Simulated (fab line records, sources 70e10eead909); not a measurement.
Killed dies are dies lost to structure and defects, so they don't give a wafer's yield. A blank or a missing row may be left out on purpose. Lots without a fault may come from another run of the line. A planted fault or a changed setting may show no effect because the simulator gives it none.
fab line records | flow nand_harc
record lots=13 wafers=39 last_day=32
route steps=1302 shown P_M2@330 P_BONDPAD@351
lots that met no fault: from a run of the same line without faults
start_h: hours from the record's first day to the start of the lot's first wafer shown | wait_h: hours since the lot's step before | " the same as in the row above | L1.1+2: a row that stands for several wafers | - no value, or no start given | * or withheld: withheld | < > ~ a bound
route shown NAME@n: a module of which the file shows steps, and the number in the route of the first | usual: mean/standard deviation of fault-free wafers | same: alike in all rows | chamber/n: place in a boat | sites: the reading at each site | _std_site: their standard deviation | _edge_site: outer sites' mean less inner sites' | radius_mm: how far each site lies from the wafer's centre | mask NAME#n: copy n | behind: the tool/chamber that last shaped the wafer | hold: why the lot was held/for how many hours/how that ended | device: the transistor (n, p or np) that didn't switch | end of line: the same wafers' tests at the end of the route | a step without rows: its recipe alone | killed: dies lost to structure and defects at the first sort, not the wafer's yield | map: a wafer's dies, x killed, . not, _ none there
set.NAME: the setting as run; set.NAME@STEP: as run at that earlier step | model.NAME: the simulator's own value behind a step, which no gauge read
steps of the route over a sample of lots; a table a step, a row a wafer
services: from which hour (start_h, from the record's first day; less than 0 if before it) a tool's chamber was out of use, for how many hours, and why
## steps
# step NHARC_P_M2_INSPECT_11
# usual raw_defect_count=5/3
# columns lot.wafer tool chamber start_h wait_h raw_defect_count
L398.1 defect_inspect-01 - 149.43 0.0 2
L398.4 " - " " 0
L398.6 " - " " 4
L399.1 defect_inspect-01 - 149.68 0.0 1
L399.5 " - " " 3
L399.6 " - " " 7
L400.1 defect_inspect-02 - 157.73 0.0 2
L400.5 " - " " 8
L400.6 " - " " 9
L402.2 defect_inspect-01 - 174.13 0.0 4
L402.3 " - " " 1
L402.6 " - " " 2
L401.2 defect_inspect-02 - 174.95 0.0 5
L401.5 " - " " 5
L401.6 " - " " 5
L403.1 defect_inspect-01 - 189.69 0.0 7
L403.2 " - " " 2
L403.6 " - " " 5
L404.1 defect_inspect-02 - 202.24 0.0 2
L404.3 " - " " 3
L404.5 " - " " 3
L405.2 defect_inspect-01 - 213.43 0.0 11
L405.3 " - " " 8
L405.6 " - " " 3
L408.1 defect_inspect-02 - 245.57 0.0 12
L408.2 " - " " 9
L408.3 " - " " 6
L409.1 defect_inspect-01 - 256.90 0.0 10
L409.2 " - " " 6
L409.5 " - " " 9
L413.1 defect_inspect-02 - 292.53 0.0 3
L413.2 " - " " 9
L413.5 " - " " 4
L416.1 defect_inspect-01 - 321.24 0.0 2
L416.3 " - " " 6
L416.4 " - " " 3
L418.1 defect_inspect-01 - 343.17 0.0 5
L418.4 " - " " 4
L418.5 " - " " 9
# step NHARC_P_M2_ETCH_35
# recipe target_depth_a=400 overetch_a=120 time_s=43.94 ion_energy_ev=200 n2_flow_sccm=150 h2_flow_sccm=150 ar_flow_sccm=0 rf_w=400 bias_w=150 chemistry=N2/H2
# usual drypump_motor_current_A=5.9/0.56 oes_product_au=0.998/0.0093 rf_vpp_V=431.2/2.2 showerhead_plenum_p_Torr=2.07/0.073 throttle_valve_pct=14.172/0.0092
# columns lot.wafer tool chamber start_h wait_h drypump_motor_current_A oes_product_au rf_hours_counter_h rf_vpp_V showerhead_plenum_p_Torr throttle_valve_pct
L398.1 rie_diel-01 1 149.58 0.1 5.4 1.005 3.0 436.2 2.18 14.165
L398.4 " 0 " " 5.9 0.983 4.5 426.0 1.93 14.185
L398.6 " 2 " " 6.8 0.984 - 431.2 2.03 14.176
L399.1 rie_diel-13 1 149.84 0.1 4.9 0.985 7.6 434.4 2.13 14.174
L399.6 " 2 " " 6.5 0.991 - 430.8 2.05 14.170
L399.5 " 3 " " 6.1 0.987 - 432.4 2.08 14.169
L400.1 rie_diel-01 0 158.35 0.5 5.9 0.988 5.1 427.6 1.93 14.168
L400.6 " 2 " " 6.8 0.987 - 430.0 2.03 14.176
L400.5 " 3 " " 5.6 0.989 - 430.9 2.12 14.165
L402.2 rie_diel-13 0 174.29 0.1 6.3 1.005 0.0 429.6 2.03 14.178
L402.3 " 3 " " 6.1 1.003 0.0 430.9 2.08 14.177
L402.6 " 0 " " 6.3 0.997 - 430.3 2.03 14.171
L401.2 rie_diel-08 2 175.09 0.1 5.7 1.012 8.7 434.9 2.18 14.164
L401.6 " 2 " " 5.8 1.005 - 435.1 2.18 14.186
L401.5 " 3 " " 6.6 1.000 - 430.2 1.99 14.166
L403.1 rie_diel-13 1 189.84 0.1 4.8 0.995 0.7 432.9 2.12 14.178
L403.2 " 0 " " 6.3 0.999 0.7 430.2 2.03 14.181
L403.6 " 1 " " 4.8 0.995 - 432.2 2.12 14.167
L404.1 rie_diel-13 2 202.39 0.1 6.5 1.003 0.7 431.8 2.05 14.170
L404.3 " 3 " " 6.1 1.017 1.7 431.3 2.08 14.163
L404.5 " 0 " " 6.2 1.008 - 431.0 2.03 14.163
L405.2 rie_diel-13 3 213.58 0.1 6.1 1.009 2.4 432.1 2.08 14.166
L405.3 " 0 " " 6.3 0.994 2.8 431.3 2.03 14.182
L405.6 " 0 " " 6.2 0.996 - 428.5 2.03 14.157
L408.2 rie_diel-13 3 245.71 0.1 6.1 1.009 3.7 431.4 2.08 14.179
L408.1 " 1 " " 4.8 1.003 3.8 431.4 2.12 14.182
L408.3 " 2 " " 6.5 0.993 2.4 430.8 2.05 14.168
L409.1 rie_diel-13 3 257.06 0.1 6.1 1.005 5.0 432.2 2.08 14.183
L409.2 " 1 " " 4.8 1.007 5.1 432.5 2.12 14.179
L409.5 " 1 " " 4.8 0.982 - 432.4 2.12 14.183
L413.1 rie_diel-01 0 292.68 0.1 5.9 0.993 3.3 427.2 1.93 14.159
L413.2 " 1 " " 5.4 0.988 3.6 435.2 2.18 14.166
L413.5 " 1 " " 5.4 0.992 - 433.2 2.18 14.166
L416.3 rie_diel-08 2 321.39 0.1 5.8 0.993 7.6 433.8 2.18 14.175
L416.4 " 3 " " 6.6 1.005 7.4 429.6 1.98 14.171
L416.1 " 0 " " 6.3 0.994 7.7 430.2 1.99 14.172
L418.4 rie_diel-01 2 343.44 0.2 6.8 0.981 7.7 429.7 2.03 14.165
L418.1 " 0 " " 5.9 0.994 6.2 428.0 1.93 14.171
L418.5 " 3 " " 5.6 1.004 - 433.6 2.11 14.178
# step NHARC_P_M2_ECD_22
# recipe target_thk_a=4000 bath_temp_c=25 material=Cu
# usual bath_temp_c=25.01/0.1
# columns lot.wafer tool chamber start_h wait_h bath_temp_c
L398.1 ecd_cu-02 1 150.92 - 25.02
L398.4 " 0 " " 24.89
L398.6 " 0 " " 25.03
L399.1 ecd_cu-02 0 151.17 - 25.04
L399.6 " 0 " " 25.04
L399.5 " 1 " " 25.06
L400.1 ecd_cu-01 1 159.64 - 25.02
L400.6 " 1 " " 25.01
L400.5 " 0 " " 24.94
L402.2 ecd_cu-02 0 175.62 - 25.11
L402.3 " 0 " " 25.11
L402.6 " 1 " " 24.98
L401.2 ecd_cu-01 0 176.39 - 24.79
L401.5 " 0 " " 24.84
L401.6 " 1 " " 24.86
L403.2 ecd_cu-02 1 191.14 - 25.16
L403.1 " 0 " " 25.09
L403.6 " 0 " " 25.12
L404.1 ecd_cu-01 0 203.69 - 25.06
L404.3 " 0 " " 25.04
L404.5 " 0 " " 25.06
L405.2 ecd_cu-01 1 214.87 - 25.04
L405.3 " 0 " " 24.93
L405.6 " 1 " " 25.03
L408.1 ecd_cu-01 1 247.01 - 24.85
L408.2 " 0 " " 24.96
L408.3 " 0 " " 24.90
L409.1 ecd_cu-02 1 258.39 - 25.00
L409.2 " 0 " " 24.99
L409.5 " 1 " " 24.89
L413.2 ecd_cu-01 1 293.98 - 25.04
L413.1 " 0 " " 25.08
L413.5 " 0 " " 25.05
L416.1 ecd_cu-02 1 323.24 - 25.00
L416.4 " 1 " " 24.94
L416.3 " 0 " " 25.09
L418.1 ecd_cu-02 1 344.73 - 24.96
L418.4 " 1 " " 25.17
L418.5 " 1 " " 24.95
# step NHARC_P_M2_CMP_23
# recipe t_overpolish_s=20 target_thk_nm=144.3
# usual motor_current_A=12.1/1 retaining_ring_pressure_frac=1.000/0.0054 time_to_endpoint_s=28.5/2.6
# columns lot.wafer tool chamber start_h wait_h motor_current_A retaining_ring_pressure_frac time_to_endpoint_s
L398.4 cmp-01 3 151.59 - 11.5 0.994 28.1
L398.1 " 2 " " 10.5 0.992 29.6
L398.6 " 0 " " 13.0 0.997 30.6
L399.1 cmp-02 2 151.95 - 12.1 0.997 29.7
L399.5 " 0 " " 13.9 1.006 29.2
L399.6 " 1 " " 10.9 0.996 26.3
L400.1 cmp-01 0 160.45 - 12.7 1.013 29.4
L400.6 " 1 " " 12.1 1.000 27.3
L400.5 " 2 " " 10.6 1.000 26.3
L402.2 cmp-01 2 176.43 - 10.2 1.002 29.7
L402.3 " 3 " " 11.5 1.008 30.3
L402.6 " 1 " " 12.6 1.002 30.8
L401.2 cmp-02 2 177.16 - 11.9 1.008 27.4
L401.5 " 0 " " 13.4 0.994 26.4
L401.6 " 1 " " 11.7 0.997 22.6
L403.2 cmp-01 2 191.86 - 10.1 1.004 28.3
L403.1 " 0 " " 11.6 0.997 31.1
L403.6 " 3 " " 11.4 0.991 32.5
L404.1 cmp-01 1 204.46 - 12.8 1.001 30.6
L404.3 " 2 " " 10.6 0.999 33.0
L404.5 " 3 " " 11.5 1.000 29.2
L405.3 cmp-01 1 215.91 - 12.4 0.988 28.0
L405.2 " 2 " " 10.5 1.003 26.2
L405.6 " 1 " " 12.1 0.994 26.7
L408.3 cmp-04 3 247.74 - 12.1 1.007 31.6
L408.2 " 0 " " 12.7 0.998 32.7
L408.1 " 1 " " 13.0 1.009 35.0
L409.2 cmp-02 2 259.17 - 11.9 1.002 27.5
L409.1 " 3 " " 11.2 0.995 25.8
L409.5 " 1 " " 10.4 1.002 25.2
L413.2 cmp-04 1 294.69 - 13.6 0.989 31.4
L413.1 " 2 " " 13.4 1.004 15.2
L413.5 " 1 " " 13.0 0.992 14.6
L416.3 cmp-01 0 323.96 - 12.1 0.995 29.1
L416.4 " 1 " " 12.7 0.998 28.2
L416.1 " 3 " " 11.4 0.998 27.8
L418.4 cmp-01 3 345.46 - 11.7 0.997 27.9
L418.1 " 1 " " 13.0 1.004 28.4
L418.5 " 0 " " 12.7 1.003 27.9
# step NHARC_P_BONDPAD_DEP_00
# recipe target_thk_a=2500 temp_c=370 target_thk_nm=250 pressure_torr=3 flow_sccm=200 rf_w=450 material=SiCN
# usual heater_power_w=558/88 susceptor_temp_C=369.97/0.2
# columns lot.wafer tool chamber start_h wait_h heater_power_w since_wet_clean_h susceptor_temp_C
L398.1 pecvd-04 1 - - 533 52 370.08
L398.4 " 2 " " 359 - 370.14
L398.6 " 0 " " 573 - 369.83
L399.1 pecvd-01 0 - - 644 10 369.96
L399.5 " 2 " " 571 - 370.23
L399.6 " 0 " " 647 - 369.98
L400.1 pecvd-03 1 - - 551 144 369.78
L400.5 " 1 " " 455 - 369.79
L400.6 " 2 " " 683 - 369.82
L402.3 pecvd-04 2 177.60 0.3 407 77 369.81
L402.2 " 0 " " 594 77 370.09
L402.6 " 0 " " 594 - 369.79
L401.2 pecvd-04 1 178.14 - 557 77 369.73
L401.6 " 1 " " 569 - 369.70
L401.5 " 2 " " 396 - 369.87
L403.1 pecvd-04 0 - - 610 92 369.98
L403.2 " 1 " " 497 92 370.09
L403.6 " 2 " " 392 - 369.98
L404.3 pecvd-03 2 205.48 - 645 8 370.19
L404.1 " 0 " " 652 8 370.37
L404.5 " 0 " " 524 - 370.13
L405.2 pecvd-04 1 216.98 - 593 116 369.89
L405.3 " 2 " " 357 116 370.09
L405.6 " 2 " " 376 - 369.87
L408.1 pecvd-03 1 248.77 - 574 51 369.94
L408.3 " 2 " " 676 51 369.94
L408.2 " 0 " " 578 51 369.88
L409.2 pecvd-04 1 260.31 0.4 503 159 369.90
L409.1 " 2 " " 357 159 370.04
L409.5 " 0 " " 603 - 369.85
L413.2 pecvd-01 0 - - 676 152 369.90
L416.3 pecvd-03 1 325.04 - 535 127 369.84
L416.1 " 2 " " 655 127 370.14
L416.4 " 1 " " 534 - 369.71
L418.1 pecvd-01 2 346.58 - 547 22 370.02
L418.5 " 1 " " 613 - 369.76
L418.4 " 2 " " 551 - 370.50
## services
# columns tool chamber start_h hours kind
pecvd-04 - 126.42 1.3 repair
ecd_cu-01 - 160.00 8.0 pm
rie_diel-13 2 161.37 24.0 repair
rie_diel-13 - 165.00 9.0 pm
pecvd-04 1 173.60 3.5 repair
cmp-01 - 177.32 0.2 repair
pecvd-04 - 185.20 0.5 repair
cmp-01 - 185.50 4.0 pm
cmp-01 - 195.78 0.4 repair
pecvd-04 - 198.43 3.1 repair
cmp-01 - 217.69 1.0 repair
rie_diel-13 - 219.85 0.7 repair
ecd_cu-01 - 238.71 1.9 repair
rie_diel-13 2 246.43 11.5 repair
ecd_cu-02 - 246.98 8.0 pm
rie_diel-13 3 259.19 2.5 repair
pecvd-04 - 269.00 13.0 pm
cmp-01 - 272.90 2.1 repair
cmp-01 - 283.50 4.0 pm
ecd_cu-02 - 286.83 1.0 repair
rie_diel-13 0 312.82 31.4 repair
cmp-01 - 319.64 1.3 repair
ecd_cu-02 - 330.54 2.3 repair
rie_diel-13 - 342.00 9.0 pm
## key
first_sign step=NHARC_P_M2_CMP_23 reading=time_to_endpoint_s direction=down sigmas=5.2 usual=* struck=*
effect none on later readings
met_at NHARC_P_M2_ECD_22
struck_lots L413
struck_wafers L413.1,L413.5
later_rows_left_out L413.1,L413.5
sort_left_out L413.1,L413.5
not_acting_at NHARC_P_M2_INSPECT_11,NHARC_P_M2_ETCH_35,NHARC_P_BONDPAD_DEP_00
onset_between 247.01 293.98
fault kind=process_parameter_drift tool=ecd_cu-01 chamber=0 onset_h=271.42 steps=NHARC_P_M2_ECD_22 channel=target_thk_a offset=* shape=step acts_in=* stated=*
# sort_left_out: the simulated sort isn't trusted on such a fault, so these wafers' sort isn't shown, and their yield isn't known
# later_rows_left_out: the simulator's readings of these wafers behind a module that went badly wrong aren't trusted and aren't shown, but for the sort
